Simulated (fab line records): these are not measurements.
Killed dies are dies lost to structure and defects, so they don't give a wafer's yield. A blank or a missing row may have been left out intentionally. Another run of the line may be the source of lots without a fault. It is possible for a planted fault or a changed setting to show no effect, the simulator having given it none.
The tool behind it: which one? + flow nand-harc + 42 wafers from 14 lots sampled at 4 of the route's 1159 steps

## WHAT EACH GAUGE READ, for each wafer
The record holds no reading of a measuring or inspecting step that can be judged against a usual standard deviation.

## TOOL THAT RAN EACH LOT (tool first, then ch and the chambers of the sampled wafers, then the start)
| lot  | NHARC_A_WL_FILL_CMP_12        | NHARC_A_CONTACT_ETCH_49            | NHARC_A_CONTACT_ETCH_111             | NHARC_A_CONTACT_ETCH_112             |
|------|-------------------------------|------------------------------------|--------------------------------------|--------------------------------------|
| L868 | cmp-03 ch 2,3, day 15 15:55   | rie-diel-08 ch 0,2, day 15 20:24   | har-cap-etch-02 ch 0,1, day 15 21:34 | har-cap-etch-02 ch 0,1, day 15 21:43 |
| L871 | cmp-03 ch 0,2, day 16 06:40   | rie-diel-08 ch 2,3, day 16 12:55   | har-cap-etch-03 ch 0, day 16 14:02   | har-cap-etch-03 ch 0, day 16 14:14   |
| L873 | cmp-03 ch 2,3, day 17 00:20   | rie-diel-06 ch 0,2,3, day 17 05:10 | har-cap-etch-01 ch 0,1, day 17 06:17 | har-cap-etch-01 ch 0,1, day 17 06:29 |
| L874 | cmp-01 ch 2,3, day 17 04:36   | rie-diel-08 ch 1,3, day 17 10:09   | har-cap-etch-01 ch 0,1, day 17 11:16 | har-cap-etch-01 ch 0,1, day 17 11:27 |
| L875 | cmp-01 ch 1,2,3, day 17 22:28 | rie-diel-06 ch 1,2,3, day 18 02:57 | har-cap-etch-02 ch 0,1, day 18 04:05 | har-cap-etch-02 ch 0,1, day 18 04:17 |
| L879 | cmp-04 ch 0,3, day 18 23:12   | rie-diel-06 ch 1,2, day 19 03:58   | har-cap-etch-01 ch 0,1, day 19 05:10 | har-cap-etch-01 ch 0,1, day 19 05:22 |
| L877 | cmp-01 ch 0,2, day 19 03:30   | rie-diel-06 ch 0,2,3, day 19 07:59 | har-cap-etch-01 ch 0,1, day 19 09:05 | har-cap-etch-01 ch 0,1, day 19 09:15 |
| L880 | cmp-04 ch 0,3, day 19 09:24   | rie-diel-06 ch 0,1, day 19 13:52   | har-cap-etch-03 ch 0,1, day 19 14:56 | har-cap-etch-03 ch 0,1, day 19 15:08 |
| L881 | cmp-03 ch 0,1,2, day 19 11:26 | rie-diel-03 ch 0,2,3, day 19 16:38 | har-cap-etch-02 ch 0,1, day 19 17:43 | har-cap-etch-02 ch 0,1, day 19 17:55 |
| L882 | cmp-03 ch 1,2,3, day 19 15:44 | rie-diel-06 ch 0,2, day 19 21:13   | har-cap-etch-01 ch 0,1, day 19 22:28 | har-cap-etch-01 ch 0,1, day 19 22:38 |
| L884 | cmp-04 ch 1,2,3, day 19 20:05 | rie-diel-06 ch 0,2, day 20 02:41   | har-cap-etch-03 ch 0,1, day 20 03:56 | har-cap-etch-03 ch 0,1, day 20 04:07 |
| L890 | cmp-01 ch 0,1,3, day 21 02:49 | rie-diel-03 ch 1,3, day 21 08:25   | har-cap-etch-02 ch 1, day 21 09:31   | har-cap-etch-02 ch 1, day 21 09:43   |
| L889 | cmp-01 ch 0,3, day 21 03:28   | rie-diel-06 ch 0,1,2, day 21 12:26 | har-cap-etch-01 ch 0,1, day 21 13:27 | har-cap-etch-01 ch 0,1, day 21 13:39 |
| L891 | cmp-03 ch 2,3, day 21 20:13   | rie-diel-06 ch 0,1, day 22 01:26   | har-cap-etch-03 ch 0,1, day 22 02:56 | har-cap-etch-03 ch 0,1, day 22 03:07 |
- NHARC_A_WL_FILL_CMP_12: polishes, t overpolish 30 s, target thk 75 nm.
- NHARC_A_CONTACT_ETCH_49: etches the open film in N2/H2, target depth 260 nm, time 475.3 s.
- NHARC_A_CONTACT_ETCH_111: etches the open film in C4F8/O2/Ar, time 140 s, target depth 700 nm.
- NHARC_A_CONTACT_ETCH_112: etches the open film in C4F8/O2/Ar, time 94 s, target depth 922 nm.

## AS READ BY THE TOOLS THEMSELVES (means over the sampled wafers that have a number; for cases with no such wafer, the mark the record gives instead)
NHARC_A_WL_FILL_CMP_12.
| lot  | tool   | motor-current-A (A) | overpolish-run-s (s) | slurry-filter-dp-kPa (kPa) | time-to-endpoint-s (s) |
|------|--------|---------------------|----------------------|----------------------------|------------------------|
| L868 | cmp-03 | 12.2                | 29.999               | 13.46                      | 18.5                   |
| L871 | cmp-03 | 10.7                | 30.000               | 13.55                      | 15.2                   |
| L873 | cmp-03 | 11.6                | 30.010               | 13.55                      | 16.9                   |
| L874 | cmp-01 | 12.3                | 30.008               | 13.52                      | 18.4                   |
| L875 | cmp-01 | 11.8                | 29.999               | 13.45                      | 15.5                   |
| L879 | cmp-04 | 11.0                | 30.001               | 13.46                      | 13.2                   |
| L877 | cmp-01 | 12.2                | 29.995               | 13.46                      | 15.5                   |
| L880 | cmp-04 | 11.6                | 29.992               | 13.52                      | 17.1                   |
| L881 | cmp-03 | 12.2                | 29.997               | 13.59                      | 13.6                   |
| L882 | cmp-03 | 12.7                | 30.000               | 13.54                      | 18.8                   |
| L884 | cmp-04 | 11.5                | 30.002               | 13.50                      | 15.5                   |
| L890 | cmp-01 | 11.6                | 30.002               | 13.50                      | 14.5                   |
| L889 | cmp-01 | 11.8                | 30.005               | 13.44                      | 14.9                   |
| L891 | cmp-03 | 11.1                | 30.012               | 13.60                      | 16.4                   |

NHARC_A_CONTACT_ETCH_49.
| lot  | tool        | drypump-motor-current-A (A) | oes-product-au (a.u.) | rf-vpp-V (V) | run-length-s (s) | showerhead-plenum-p-Torr (Torr) | throttle-valve-pct (%) |
|------|-------------|-----------------------------|-----------------------|--------------|------------------|---------------------------------|------------------------|
| L868 | rie-diel-08 | 6.3                         | 0.990                 | 427.5        | 496.3            | 1.96                            | 14.175                 |
| L871 | rie-diel-08 | 6.2                         | 0.999                 | 431.2        | 496.9            | 2.04                            | 14.170                 |
| L873 | rie-diel-06 | 6.0                         | 0.998                 | 430.1        | 496.4            | 2.02                            | 14.172                 |
| L874 | rie-diel-08 | 5.7                         | 0.997                 | 428.2        | 497.1            | 1.96                            | 14.173                 |
| L875 | rie-diel-06 | 6.0                         | 1.003                 | 429.8        | 496.7            | 2.03                            | 14.183                 |
| L879 | rie-diel-06 | 6.0                         | 1.013                 | 429.5        | 497.0            | 2.01                            | 14.167                 |
| L877 | rie-diel-06 | 6.1                         | 1.007                 | 430.6        | 496.4            | 2.02                            | 14.165                 |
| L880 | rie-diel-06 | 5.8                         | 1.026                 | 429.1        | 496.7            | 1.98                            | 14.166                 |
| L881 | rie-diel-03 | 5.8                         | 1.007                 | 427.0        | 496.7            | 1.93                            | 14.168                 |
| L882 | rie-diel-06 | 6.1                         | 1.011                 | 428.1        | 496.6            | 1.98                            | 14.166                 |
| L884 | rie-diel-06 | 6.2                         | 1.007                 | 429.1        | 496.3            | 1.98                            | 14.174                 |
| L890 | rie-diel-03 | 5.5                         | 1.002                 | 428.5        | 496.3            | 1.96                            | 14.167                 |
| L889 | rie-diel-06 | 6.0                         | 1.006                 | 429.5        | 436.4            | 1.99                            | 14.162                 |
| L891 | rie-diel-06 | 5.8                         | 1.015                 | 429.1        | 436.5            | 1.98                            | 14.176                 |

NHARC_A_CONTACT_ETCH_111.
| lot  | tool            | run-length-s (s) |
|------|-----------------|------------------|
| L868 | har-cap-etch-02 | 141.6            |
| L871 | har-cap-etch-03 | 140.8            |
| L873 | har-cap-etch-01 | 141.4            |
| L874 | har-cap-etch-01 | 141.4            |
| L875 | har-cap-etch-02 | 141.8            |
| L879 | har-cap-etch-01 | 141.1            |
| L877 | har-cap-etch-01 | 141.4            |
| L880 | har-cap-etch-03 | 141.0            |
| L881 | har-cap-etch-02 | 141.6            |
| L882 | har-cap-etch-01 | 141.3            |
| L884 | har-cap-etch-03 | 141.0            |
| L890 | har-cap-etch-02 | 142.1            |
| L889 | har-cap-etch-01 | 141.2            |
| L891 | har-cap-etch-03 | 141.1            |

## THE ANSWER, worked out from the rows above alone
Rule: usual is defined by the lots themselves. Put in order of their means at a reading, lots are off if they are a third of the lots or fewer, leave a main group of 4 or more, and stand apart from it by a gap of 3 or more times the standard deviation of the main group's means; of several such gaps the widest counts. A main group whose means are all the same, to the digits that the tables above print for the reading, isn't used. A lot without any number at a reading at which 4 lots or more have one is off too. The other lots that the step has rows for count as sound. The gauges are gone through in route order, then the tools' own readings, and for those a lot's mean is taken as printed above. The first step at which some lot is off is used, and at that step the reading that is off furthest; a lot without a number counts as furthest.
Off: L889, L891, at NHARC_A_CONTACT_ETCH_49 (run-length-s). The main group: mean 496.6 s, standard deviation 0.27.
A tool fits if, at that step or a process step before it, it ran every lot that is off, and no sound lot after the first of them. One fits: rie-diel-06 at NHARC_A_CONTACT_ETCH_49. Its last sound lot is L884 (day 20 02:41), its first lot that is off L889 (day 21 12:26): a fault that began between those two fits.
The tool's own readings at NHARC_A_CONTACT_ETCH_49 bear it out: on the lots that are off they differ by more than 5 times the standard deviation of the sound lots' means. run-length-s reads 436.4 s there against 496.6 s on the sound lots.

## WHAT WAS PUT IN BY THE SIMULATOR
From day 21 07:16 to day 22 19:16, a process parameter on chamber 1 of rie-diel-06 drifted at NHARC_A_CONTACT_ETCH_49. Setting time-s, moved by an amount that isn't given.
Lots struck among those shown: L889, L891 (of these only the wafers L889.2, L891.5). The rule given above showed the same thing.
